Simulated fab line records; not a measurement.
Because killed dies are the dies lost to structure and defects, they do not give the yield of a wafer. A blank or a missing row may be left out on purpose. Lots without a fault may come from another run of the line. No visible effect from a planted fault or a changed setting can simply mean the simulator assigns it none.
The tool behind it: which one? ; flow n5Finfet ; 10 lots with 30 wafers sampled at 6 steps, on a route of 1938 steps

WHAT THE GAUGES SHOWED, per wafer
N5_BEOL_M14_CD_MEAS_28: target cd 284.4 nm. Usual: cdNm reads 284.1 nm (standard deviation 1.2).
lot;measured;on;cdNm (nm);flag
L818;day 11 04:43;cdSem-02;284.4 286.5 285.3;
L820;day 11 15:12;cdSem-02;285.1 284.4 283.9;
L819;day 11 16:23;cdSem-03;284.3 284.9 284.4;
L823;day 12 12:53;cdSem-02;283.0 283.3 281.9;
L822;day 12 13:21;cdSem-03;285.9 285.0 285.6;
L829;day 13 20:27;cdSem-02;285.1 285.3 285.2;
L830;day 14 05:08;cdSem-03;285.7 284.5 285.7;
L838;day 16 08:29;cdSem-03;283.7 283.0 282.9;
L840;day 16 19:03;cdSem-03;284.2 283.4 283.2;
L839;day 17 04:00;cdSem-01;281.5 282.7 282.9;

N5_BEOL_M14_INSPECT_55: inspects for defects (darkfield). Usual: rawDefectCount reads 81 (standard deviation 28).
lot;measured;on;rawDefectCount;flag
L818;day 11 09:08;defectInspect-01;86 144 119;
L820;day 11 18:49;defectInspect-02;74 76 106;
L819;day 11 19:05;defectInspect-02;56 65 55;
L823;day 12 16:26;defectInspect-01;93 83 72;
L822;day 12 17:12;defectInspect-02;127 92 111;
L829;day 14 04:40;defectInspect-02;81 111 178;
L830;day 14 13:09;defectInspect-01;75 71 45;
L838;day 16 14:58;defectInspect-02;100 122 100;
L840;day 16 23:55;defectInspect-02;36 75 57;
L839;day 17 07:03;defectInspect-01;62 64 84;

N5_BEOL_M15_THK_MEAS_01. Usual: for M15_ILD_THK the level is 1624 nm and the standard deviation is 19.
lot;measured;on;M15_ILD_THK (nm);flag
L818;day 11 09:25;filmMetro-01;1619 1601 1618;
L820;day 11 19:06;filmMetro-01;1615 1610 1655;
L819;day 11 19:22;filmMetro-02;1617 1635 1615;
L823;day 12 16:43;filmMetro-01;1589 1599 1618;
L822;day 12 17:29;filmMetro-01;1627 1642 1646;
L829;day 14 04:58;filmMetro-02;998 1618 1642;OFF
L830;day 14 13:26;filmMetro-01;1003 1625 1604;OFF
L838;day 16 15:16;filmMetro-01;1605 1616 1609;
L840;day 17 00:13;filmMetro-02;1615 1599 1630;
L839;day 17 07:20;filmMetro-01;1585 1606 1635;

N5_BEOL_M15_CD_MEAS_17: target cd 360 nm. Usual: cdNm reads 360.9 nm (standard deviation 1.4).
lot;measured;on;cdNm (nm);flag
L818;day 11 10:26;cdSem-01;361.5 360.1 360.7;
L820;day 11 20:30;cdSem-01;357.4 359.8 358.1;
L819;day 11 20:32;cdSem-02;360.6 362.0 362.4;
L823;day 12 17:44;cdSem-03;360.6 363.4 361.6;
L822;day 12 18:49;cdSem-03;363.7 361.7 360.2;
L829;day 14 05:57;cdSem-03;355.5 361.3 361.3;
L830;day 14 14:20;cdSem-01;353.3 359.8 361.1;
L838;day 16 16:09;cdSem-02;358.9 360.7 357.8;
L840;day 17 01:08;cdSem-02;360.0 362.9 361.3;
L839;day 17 08:14;cdSem-02;357.9 359.1 360.1;

WHAT TOOL EACH LOT RAN ON (gives the tool, then ch and the chambers of the sampled wafers, and finally the start)
lot;N5_BEOL_M14_ANNEAL_48;N5_BEOL_M15_ILD_DEP_00
L818;rtpAnneal-02 ch 0, day 11 08:23;pecvd-02 ch 0,2, day 11 09:10
L820;rtpAnneal-01 ch 0, day 11 18:04;pecvd-03 ch 0,1,2, day 11 18:51
L819;rtpAnneal-01 ch 0, day 11 18:20;pecvd-04 ch 1,2, day 11 19:07
L823;rtpAnneal-02 ch 0, day 12 15:41;pecvd-04 ch 0,1, day 12 16:28
L822;rtpAnneal-02 ch 0, day 12 16:23;pecvd-03 ch 0,1, day 12 17:14
L829;rtpAnneal-02 ch 0, day 14 03:55;pecvd-02 ch 1,2, day 14 04:43
L830;rtpAnneal-01 ch 0, day 14 12:25;pecvd-02 ch 0,1,2, day 14 13:11
L838;rtpAnneal-02 ch 0, day 16 14:14;pecvd-03 ch 0,1,2, day 16 15:01
L840;rtpAnneal-01 ch 0, day 16 23:10;pecvd-04 ch 1,2, day 16 23:58
L839;rtpAnneal-02 ch 0, day 17 06:23;pecvd-03 ch 1,2, day 17 07:05
- N5_BEOL_M14_ANNEAL_48: time 90 s.
- N5_BEOL_M15_ILD_DEP_00: deposits SiO2 from TEOS/O2, target thk 1629.3 nm, time 346.1 s.

AS READ BY THE TOOLS THEMSELVES (means over the sampled wafers that have a number; for cases with no such wafer, the mark the record gives instead)
N5_BEOL_M14_ANNEAL_48. Usual: wafer_temp_C_max reads 226.1 (standard deviation 0.36).
lot;tool;wafer_temp_C_max;flag
L818;rtpAnneal-02;226.5;
L820;rtpAnneal-01;226.1;
L819;rtpAnneal-01;226.0;
L823;rtpAnneal-02;226.0;
L822;rtpAnneal-02;226.2;
L829;rtpAnneal-02;226.2;
L830;rtpAnneal-01;225.9;
L838;rtpAnneal-02;226.5;
L840;rtpAnneal-01;225.9;
L839;rtpAnneal-02;226.2;

N5_BEOL_M15_ILD_DEP_00. Usual: heaterPowerW 500 W, standard deviation 67; runLengthS 389.0 s, standard deviation 0.63; showerheadPlenumPTorr 8.34 Torr, standard deviation 0.035; throttleValvePct 18.8 %, standard deviation 1.3.
lot;tool;heaterPowerW (W);runLengthS (s);showerheadPlenumPTorr (Torr);throttleValvePct (%);flag
L818;pecvd-02;505;388.4;8.30;19.4;
L820;pecvd-03;538;389.0;8.33;17.5;
L819;pecvd-04;551;389.6;8.33;19.1;
L823;pecvd-04;527;388.9;8.33;19.8;
L822;pecvd-03;471;389.0;8.37;18.1;
L829;pecvd-02;456;344.0;8.34;20.4;OFF
L830;pecvd-02;492;343.8;8.32;19.9;OFF
L838;pecvd-03;492;389.3;8.34;17.6;
L840;pecvd-04;551;389.6;8.34;19.1;
L839;pecvd-03;536;389.7;8.32;17.7;

THE ANSWER, worked out from the rows above alone
Rule: a lot is off if the mean of its wafers that have a number lies more than 3 standard deviations from the usual mean. Also off: a lot with no number at a reading for which 4 or more lots have one. All remaining lots with rows at the step are treated as sound. Order of review: gauges by route order, followed by the tools' own readings, for which a lot's mean as printed above is used. At the first step where some lot is off, the reading lying furthest off is the one used; lots without a number count as furthest.
Off: at N5_BEOL_M15_THK_MEAS_01 (M15_ILD_THK), L829, L830.
A tool fits if, at a process step before that reading, it ran every lot that is off, and no sound lot after the first of them. Not tried: the gauges at N5_BEOL_M15_THK_MEAS_01; whatever is off there is also off at N5_BEOL_M15_ILD_DEP_00, on other tools, and gauge error can't account for it. One fits: N5_BEOL_M15_ILD_DEP_00 on pecvd-02. Its last sound lot is L818 (day 11 09:10), its first lot that is off L829 (day 14 04:43): a fault that began between those two fits.
On the lots that are off, the tool's own readings at N5_BEOL_M15_ILD_DEP_00 differ by more than 5 times the standard deviation of the sound lots' means, which bears it out; runLengthS reads 343.9 s there versus 389.2 s on the sound lots.

WHAT THE SIMULATOR HAD INSERTED
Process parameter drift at N5_BEOL_M15_ILD_DEP_00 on pecvd-02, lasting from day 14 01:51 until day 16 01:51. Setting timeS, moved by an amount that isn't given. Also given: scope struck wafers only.
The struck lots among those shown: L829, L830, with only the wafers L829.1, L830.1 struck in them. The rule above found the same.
